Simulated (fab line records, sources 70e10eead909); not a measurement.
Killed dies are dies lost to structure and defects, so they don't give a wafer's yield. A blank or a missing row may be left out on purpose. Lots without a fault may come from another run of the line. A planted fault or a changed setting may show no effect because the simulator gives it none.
Chamber matching | flow nand_harc | NHARC_A_STAIRCASE_DESCUM_252 on rie_diel-13: 4 sister chambers
The step chemistry O2, time 3 s. 8 wafers are shown with their chamber, then 7 later ones without.

WAFERS WITH THEIR CHAMBER
wafer  | chamber | drypump_motor_current_A (A) | oes_product_au (a.u.)
L078.1 | 2       | 5.8                         | 1.007
L077.4 | 2       | 5.8                         | 1.016
L075.3 | 3       | 5.2                         | 0.986
L075.6 | 3       | 5.2                         | 0.982
L081.2 | 0       | 6.3                         | 0.994
L081.6 | 1       | 5.9                         | 1.010
L083.1 | 0       | 6.4                         | 1.000
L083.2 | 1       | 5.9                         | 1.011

WAFERS WITHOUT THEIR CHAMBER
wafer  | drypump_motor_current_A (A) | oes_product_au (a.u.)
L083.6 | 6.3                         | 0.994
L085.1 | 5.9                         | 1.012
L085.2 | 5.8                         | 0.986
L085.3 | 5.2                         | 0.998
L089.1 | 6.0                         | 1.003
L089.4 | 6.3                         | 0.985
L089.6 | 5.2                         | 0.996

WHICH CHAMBER EACH WENT THROUGH
wafer  | from the rows above     | in truth
L083.6 | 0                       | 0
L085.1 | 1                       | 1
L085.2 | can't be placed: 2 or 1 | 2
L085.3 | 3                       | 3
L089.1 | 1                       | 1
L089.4 | 0                       | 0
L089.6 | 3                       | 3
Placed correctly: 6 of 7. Can't be placed from these rows: 1 (the true chamber is among the candidates in 1). Placed wrongly: 0.
How it was worked out, from the rows above alone: a wafer's distance from a chamber is the root of the sum, over the readings, of the square of ((its reading less the chamber's mean) divided by the reading's scatter). The wafer belongs to the nearest chamber; if the next one is less than 2 further off, it can't be placed. A chamber's mean is the mean of its shown wafers. The scatter: the root of (the sum of the squares of (reading less its chamber's mean) over the shown wafers, divided by (wafers less chambers)).
